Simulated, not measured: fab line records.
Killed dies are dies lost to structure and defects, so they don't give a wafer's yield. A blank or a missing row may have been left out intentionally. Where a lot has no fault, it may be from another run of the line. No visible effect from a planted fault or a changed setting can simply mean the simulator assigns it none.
Matching of chambers | flow n5-finfet | rie-diel-05 running N5_BEOL_M6_ETCH_65: 4 sister chambers
The step etches SiARC in CF4, target depth 15.6 nm, time 26 s. 8 wafers are shown with their chamber, then 6 later ones without.

== WAFERS, EACH WITH ITS CHAMBER ==
wafer  | chamber | showerhead-plenum-p-Torr (Torr) | throttle-valve-pct (%)
L583.1 | 3       | 2.25                            | 15.38
L583.6 | 0       | 2.24                            | 15.32
L585.5 | 3       | 2.24                            | 15.39
L588.1 | 1       | 2.26                            | 15.68
L588.5 | 1       | 2.26                            | 15.70
L590.2 | 2       | 2.16                            | 15.54
L590.3 | 0       | 2.23                            | 15.35
L590.6 | 2       | 2.16                            | 15.53

== WAFERS WHOSE CHAMBER IS MISSING ==
wafer  | showerhead-plenum-p-Torr (Torr) | throttle-valve-pct (%)
L600.1 | 2.24                            | 15.76
L600.3 | 2.23                            | 15.45
L600.6 | 2.15                            | 15.57
L602.2 | 2.22                            | 15.41
L602.3 | 2.15                            | 15.60
L602.6 | 2.15                            | 15.60

== WHICH CHAMBER EACH ONE RAN IN ==
wafer  | from the rows above     | in truth
L600.1 | 1                       | 1
L600.3 | 3                       | 3
L600.6 | 2                       | 2
L602.2 | can't be placed: 3 or 0 | 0
L602.3 | 2                       | 2
L602.6 | 2                       | 2
5 of 6 placed correctly. Not placeable from these rows: 1 (in 1, the candidates include the true chamber). Number placed wrongly: 0.
How it was worked out, from the rows above alone: a wafer's distance from a chamber is the root of the sum, over the readings, of the square of ((its reading less the chamber's mean) divided by the reading's scatter). If the next closest chamber is less than 2 further off than the closest, the wafer can't be placed; otherwise it belongs to the closest. Each chamber's mean is taken over the wafers shown for it. The scatter: take each reading less its chamber's mean, square it, sum over the shown wafers, divide by the number of wafers less the number of chambers, and take the root.
